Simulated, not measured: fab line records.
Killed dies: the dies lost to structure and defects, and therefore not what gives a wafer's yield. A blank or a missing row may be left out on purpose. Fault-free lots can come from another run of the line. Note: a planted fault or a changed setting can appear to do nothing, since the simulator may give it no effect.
fab line records + flow n5-finfet
[record]
- lots = 12
- wafers = 35
- last-day = 17
route steps=1938 shown BEOL_M7@1321 BEOL_M8@1335
lots that met no fault: taken from a fault-free run of the same line
start-h: the number of hours between the record's first day and the start of the first shown wafer of the lot + wait-h: how many hours have passed since the lot's step before this one + " repeats the value in the row above + L1.1+2: a row that stands for several wafers + - either no value or no given start + * or withheld: withheld + < > ~ a bound
route shown NAME@n: NAME is a module with steps in the file, n the number in the route of the first one + usual: mean and standard deviation over wafers with no fault + same: alike in all rows + chamber/n: place in a boat + sites: each site's reading + _std_site: standard deviation across them + _edge_site: outer sites' mean less inner sites' + radius-mm: for every site, how far away it sits from the centre of the wafer + mask NAME#n: copy n + behind: the most recent tool/chamber to have shaped the wafer + hold: cause of the lot's hold/its duration in hours/its outcome + device: whichever transistor did not switch (one of n, p or np) + end of line: tests of these same wafers at the route's end + where a step has no rows: the recipe by itself + killed: the dies lost at the first sort to structure and to defects; this is not the yield of the wafer + map: dies across one wafer; x = killed, . = not, _ = none there
set.NAME: the run value of the setting; set.NAME@STEP: its run value at that earlier step + model.NAME: the simulator's own value behind a step, which no gauge read
route steps across a sampled set of lots; one table per step, one row per wafer
services: when a tool's chamber went out of use (start-h, in hours from the record's first day, below 0 if earlier), for how many hours, and the reason
[[steps]]
[step N5_BEOL_M7_SURFACE_TREAT_79]
[recipe]
- gas = Ar
- time-s = *
- ion-energy-ev = *
- ion-current-ma-cm2 = 0.5
- pressure-mtorr = *
- ar-flow-sccm = 30
[usual]
- throttle-valve-pct = *
| lot.wafer | tool           | chamber | start-h | wait-h | throttle-valve-pct |
|-----------|----------------|---------|---------|--------|--------------------|
| L813.3    | pvd-sputter-02 | -       | 187.16  | 0.2    | *                  |
| L813.4    | "              | -       | "       | "      | *                  |
| L813.5    | "              | -       | "       | "      | *                  |
| L814.2    | pvd-sputter-03 | -       | 193.50  | 0.2    | *                  |
| L814.4    | "              | -       | "       | "      | *                  |
| L814.6    | "              | -       | "       | "      | *                  |
| L816.1    | pvd-sputter-01 | -       | 202.24  | 0.2    | *                  |
| L816.2    | "              | -       | "       | "      | *                  |
| L816.5    | "              | -       | "       | "      | *                  |
| L819.1    | pvd-sputter-03 | -       | 214.37  | 0.2    | *                  |
| L819.3    | "              | -       | "       | "      | *                  |
| L819.5    | "              | -       | "       | "      | *                  |
| L820.2    | pvd-sputter-01 | -       | 239.65  | 0.2    | *                  |
| L820.4    | "              | -       | "       | "      | *                  |
| L820.6    | "              | -       | "       | "      | *                  |
| L823.2    | pvd-sputter-01 | -       | 257.62  | 0.2    | *                  |
| L823.3    | "              | -       | "       | "      | *                  |
| L823.6    | "              | -       | "       | "      | *                  |
| L824.1    | pvd-sputter-02 | -       | 258.39  | 0.5    | *                  |
| L824.6    | "              | -       | "       | "      | *                  |
| L826.1    | pvd-sputter-02 | -       | 270.52  | 0.2    | *                  |
| L826.4    | "              | -       | "       | "      | *                  |
| L826.6    | "              | -       | "       | "      | *                  |
| L829.2    | pvd-sputter-02 | -       | 288.22  | 0.2    | *                  |
| L829.5    | "              | -       | "       | "      | *                  |
| L829.6    | "              | -       | "       | "      | *                  |
| L831.2    | pvd-sputter-01 | -       | 306.54  | 0.2    | *                  |
| L831.3    | "              | -       | "       | "      | *                  |
| L831.5    | "              | -       | "       | "      | *                  |
| L835.3    | pvd-sputter-01 | -       | 331.07  | 0.2    | *                  |
| L835.5    | "              | -       | "       | "      | *                  |
| L835.6    | "              | -       | "       | "      | *                  |
| L836.1    | pvd-sputter-02 | -       | 331.92  | 0.3    | *                  |
| L836.2    | "              | -       | "       | "      | *                  |
| L836.6    | "              | -       | "       | "      | *                  |
[step N5_BEOL_M7_SPUTTER_48]
[recipe]
- material = Cu
- target-thk-a = 100
- temp-c = -20
- bias-v = 60
- power-w = 26000
- chamber-pressure-pa = 0.13
- time-s = 1.667
[usual]
- cathode-dc-power-W = 25999/4.6
- throttle-valve-pct = 30.1/0.98
| lot.wafer | tool           | chamber | start-h | wait-h | cathode-dc-power-W | throttle-valve-pct |
|-----------|----------------|---------|---------|--------|--------------------|--------------------|
| L813.3    | pvd-sputter-02 | -       | 187.40  | 0.1    | 25997              | 31.0               |
| L813.4    | "              | -       | "       | "      | 26006              | 30.3               |
| L813.5    | "              | -       | "       | "      | 25990              | 31.3               |
| L814.2    | pvd-sputter-02 | -       | 193.75  | 0.1    | 25997              | 31.4               |
| L814.4    | "              | -       | "       | "      | 26003              | 30.9               |
| L814.6    | "              | -       | "       | "      | 25999              | 29.6               |
| L816.1    | pvd-sputter-01 | -       | 202.48  | 0.1    | 26000              | 31.4               |
| L816.2    | "              | -       | "       | "      | 26003              | 29.3               |
| L816.5    | "              | -       | "       | "      | 25998              | 29.0               |
| L819.1    | pvd-sputter-01 | -       | 214.62  | 0.1    | 25999              | 31.3               |
| L819.3    | "              | -       | "       | "      | 26002              | 29.2               |
| L819.5    | "              | -       | "       | "      | 25989              | 29.2               |
| L820.2    | pvd-sputter-01 | -       | 239.91  | 0.1    | 26000              | 31.1               |
| L820.4    | "              | -       | "       | "      | 25999              | 31.5               |
| L820.6    | "              | -       | "       | "      | 26002              | 29.2               |
| L823.2    | pvd-sputter-03 | -       | 257.82  | 0.1    | 25997              | 30.2               |
| L823.3    | "              | -       | "       | "      | 25993              | 29.5               |
| L823.6    | "              | -       | "       | "      | 26006              | 30.0               |
| L824.1    | pvd-sputter-03 | -       | 259.90  | 1.0    | 25991              | 30.1               |
| L824.6    | "              | -       | "       | "      | 26004              | 30.0               |
| L826.1    | pvd-sputter-03 | -       | 272.24  | 1.4    | 26005              | 30.1               |
| L826.4    | "              | -       | "       | "      | 26000              | 28.5               |
| L826.6    | "              | -       | "       | "      | 26001              | 30.2               |
| L829.2    | pvd-sputter-03 | -       | 288.41  | 0.1    | 24966              | 28.1               |
| L829.5    | "              | -       | "       | "      | 24964              | 30.2               |
| L829.6    | "              | -       | "       | "      | 24958              | 28.2               |
| L831.2    | pvd-sputter-03 | -       | 306.73  | 0.1    | 24977              | 29.6               |
| L831.3    | "              | -       | "       | "      | 24970              | 30.0               |
| L831.5    | "              | -       | "       | "      | 24966              | 29.6               |
| L835.3    | pvd-sputter-01 | -       | 331.51  | 0.1    | 26005              | 29.3               |
| L835.5    | "              | -       | "       | "      | 26004              | 31.6               |
| L835.6    | "              | -       | "       | "      | 25994              | 29.5               |
| L836.1    | pvd-sputter-02 | -       | 332.16  | 0.1    | 25996              | 29.4               |
| L836.2    | "              | -       | "       | "      | 25996              | 30.5               |
| L836.6    | "              | -       | "       | "      | 25990              | 29.6               |
[step N5_BEOL_M8_PECVD_70]
[recipe]
- material = SiO2
- target-thk-a = 200
- temp-c = 400
- precursor = TEOS/O2
- pressure-torr = 5.5
- rf-w = 450
- teos-flow-sccm = 53.8
- gas = O2
- flow-sccm = 3000
- time-s = 22.7
[usual]
- heater-power-w = 730/110
- showerhead-plenum-p-Torr = 8.77/0.035
- throttle-valve-pct = 22.1/1.2
| lot.wafer | tool     | chamber | start-h | wait-h | heater-power-w | showerhead-plenum-p-Torr | throttle-valve-pct |
|-----------|----------|---------|---------|--------|----------------|--------------------------|--------------------|
| L813.3    | pecvd-04 | 0       | 189.57  | 0.0    | 898            | 8.78                     | 21.0               |
| L813.4    | "        | 0       | "       | "      | 912            | 8.79                     | 20.9               |
| L813.5    | "        | 1       | "       | "      | 512            | 8.70                     | 22.9               |
| L814.2    | pecvd-01 | 1       | 195.92  | 0.1    | 656            | 8.80                     | 21.0               |
| L814.4    | "        | 2       | "       | "      | 683            | 8.76                     | 22.2               |
| L814.6    | "        | 1       | "       | "      | 657            | 8.78                     | 21.0               |
| L816.1    | pecvd-02 | 1       | 204.80  | 0.0    | 751            | 8.76                     | 23.0               |
| L816.2    | "        | 0       | "       | "      | 733            | 8.81                     | 25.5               |
| L816.5    | "        | 0       | "       | "      | 718            | 8.81                     | 25.5               |
| L819.1    | pecvd-01 | 0       | 216.48  | 0.0    | 782            | 8.76                     | 21.8               |
| L819.3    | "        | 2       | "       | "      | 788            | 8.77                     | 22.4               |
| L819.5    | "        | 2       | "       | "      | 773            | 8.77                     | 22.3               |
| L820.2    | pecvd-04 | 0       | 242.20  | 0.0    | 933            | 8.77                     | 21.0               |
| L820.4    | "        | 0       | "       | "      | 913            | 8.76                     | 20.9               |
| L820.6    | "        | 1       | "       | "      | 494            | 8.71                     | 22.5               |
| L823.2    | pecvd-02 | 2       | 259.63  | 0.0    | 813            | 8.80                     | 23.4               |
| L823.3    | "        | 0       | "       | "      | 687            | 8.79                     | 25.6               |
| L823.6    | "        | 1       | "       | "      | 751            | 8.77                     | 23.0               |
| L824.1    | pecvd-02 | 2       | 261.96  | 0.0    | 872            | 8.78                     | 23.0               |
| L824.6    | "        | 0       | "       | "      | 705            | 8.78                     | 25.5               |
| L826.1    | pecvd-02 | 2       | 274.12  | 0.0    | 778            | 8.78                     | 23.4               |
| L826.4    | "        | 0       | "       | "      | 611            | 8.80                     | 25.7               |
| L826.6    | "        | 2       | "       | "      | 782            | 8.82                     | 23.4               |
| L829.2    | pecvd-04 | 0       | 290.02  | 0.0    | 919            | 8.76                     | 20.7               |
| L829.5    | "        | 0       | "       | "      | 931            | 8.78                     | 21.0               |
| L829.6    | "        | 2       | "       | "      | 727            | 8.81                     | 21.2               |
| L831.2    | pecvd-04 | 0       | 308.44  | 0.0    | 900            | 8.77                     | 21.0               |
| L831.3    | "        | 2       | "       | "      | 616            | 8.82                     | 21.1               |
| L831.5    | "        | 0       | "       | "      | 871            | 8.78                     | 20.7               |
| L835.3    | pecvd-01 | 2       | 333.15  | 0.0    | 793            | 8.76                     | 23.1               |
| L835.5    | "        | 0       | "       | "      | 809            | 8.75                     | 22.0               |
| L835.6    | "        | 2       | "       | "      | 766            | 8.77                     | 22.8               |
| L836.1    | pecvd-01 | 2       | 333.85  | 0.0    | 794            | 8.77                     | 22.6               |
| L836.2    | "        | 0       | "       | "      | 806            | 8.76                     | 21.8               |
| L836.6    | "        | 2       | "       | "      | 649            | 8.77                     | 22.7               |
[step N5_BEOL_M8_HM_DEP_02]
[recipe]
- material = TiN
- target-thk-a = 200
- temp-c = 25
- chamber-pressure-pa = 0.49996
[usual]
- throttle-valve-pct = 30.0/0.99
| lot.wafer | tool           | chamber | start-h | wait-h | throttle-valve-pct |
|-----------|----------------|---------|---------|--------|--------------------|
| L813.3    | pvd-sputter-01 | -       | 190.24  | 0.6    | 31.2               |
| L813.4    | "              | -       | "       | "      | 29.4               |
| L813.5    | "              | -       | "       | "      | 29.0               |
| L814.2    | pvd-sputter-03 | -       | 197.60  | 1.7    | 30.4               |
| L814.4    | "              | -       | "       | "      | 30.1               |
| L814.6    | "              | -       | "       | "      | 30.3               |
| L816.1    | pvd-sputter-02 | -       | 205.39  | 0.6    | 29.6               |
| L816.2    | "              | -       | "       | "      | 31.1               |
| L816.5    | "              | -       | "       | "      | 30.9               |
| L819.1    | pvd-sputter-02 | -       | 216.92  | 0.4    | 31.3               |
| L819.3    | "              | -       | "       | "      | 30.5               |
| L819.5    | "              | -       | "       | "      | 31.5               |
| L820.2    | pvd-sputter-03 | -       | 244.07  | 1.9    | 28.7               |
| L820.4    | "              | -       | "       | "      | 30.3               |
| L820.6    | "              | -       | "       | "      | 30.2               |
| L823.2    | pvd-sputter-02 | -       | 260.88  | 1.2    | 29.5               |
| L823.3    | "              | -       | "       | "      | 31.0               |
| L823.6    | "              | -       | "       | "      | 30.7               |
| L824.1    | pvd-sputter-03 | -       | 262.40  | 0.4    | 28.6               |
| L824.6    | "              | -       | "       | "      | 30.1               |
| L826.1    | pvd-sputter-02 | -       | 275.83  | 1.7    | 31.5               |
| L826.4    | "              | -       | "       | "      | 31.1               |
| L826.6    | "              | -       | "       | "      | 31.6               |
| L829.2    | pvd-sputter-01 | -       | 292.31  | 2.3    | 31.1               |
| L829.5    | "              | -       | "       | "      | 29.1               |
| L829.6    | "              | -       | "       | "      | 29.1               |
| L831.2    | pvd-sputter-03 | -       | 310.16  | 1.7    | 29.7               |
| L831.3    | "              | -       | "       | "      | 30.2               |
| L831.5    | "              | -       | "       | "      | 30.2               |
| L835.3    | pvd-sputter-01 | -       | 334.86  | 1.7    | 29.3               |
| L835.5    | "              | -       | "       | "      | 29.2               |
| L835.6    | "              | -       | "       | "      | 31.5               |
| L836.1    | pvd-sputter-01 | -       | 335.12  | 1.3    | 29.3               |
| L836.2    | "              | -       | "       | "      | 31.4               |
| L836.6    | "              | -       | "       | "      | 29.1               |
[[services]]
| tool           | chamber | start-h | hours | kind           |
|----------------|---------|---------|-------|----------------|
| pecvd-01       | 2       | 166.77  | 2.1   | scheduled-down |
| pvd-sputter-02 | -       | 177.09  | 4.0   | repair         |
| pecvd-04       | -       | 191.31  | 14.0  | repair         |
| pecvd-04       | 1       | 211.99  | 6.6   | repair         |
| pecvd-02       | -       | 217.23  | 0.5   | repair         |
| pecvd-04       | -       | 234.31  | 0.6   | repair         |
| pecvd-01       | 0       | 245.86  | 8.9   | repair         |
| pecvd-02       | 0       | 284.96  | 2.1   | scheduled-down |
| pecvd-02       | -       | 322.09  | 5.5   | pm             |
| pecvd-02       | -       | 333.66  | 1.2   | repair         |
[[key]]
[first-sign]
- step = N5_BEOL_M7_SPUTTER_48
- reading = cathode-dc-power-W
- direction = down
- sigmas = 99+
- usual = *
- struck = *
effect none on later readings
met-at N5_BEOL_M7_SPUTTER_48
struck-lots L829,L831
not-acting-at N5_BEOL_M7_SURFACE_TREAT_79,N5_BEOL_M8_PECVD_70,N5_BEOL_M8_HM_DEP_02
onset-between 272.24 288.41
[fault]
- kind = process-parameter-drift
- tool = pvd-sputter-03
- chamber = -
- onset-h = 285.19
- steps = N5_BEOL_M7_SPUTTER_48
- channel = power-w
- offset = *
- shape = step
- end-h = 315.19
- acts-in = *
- stated = *
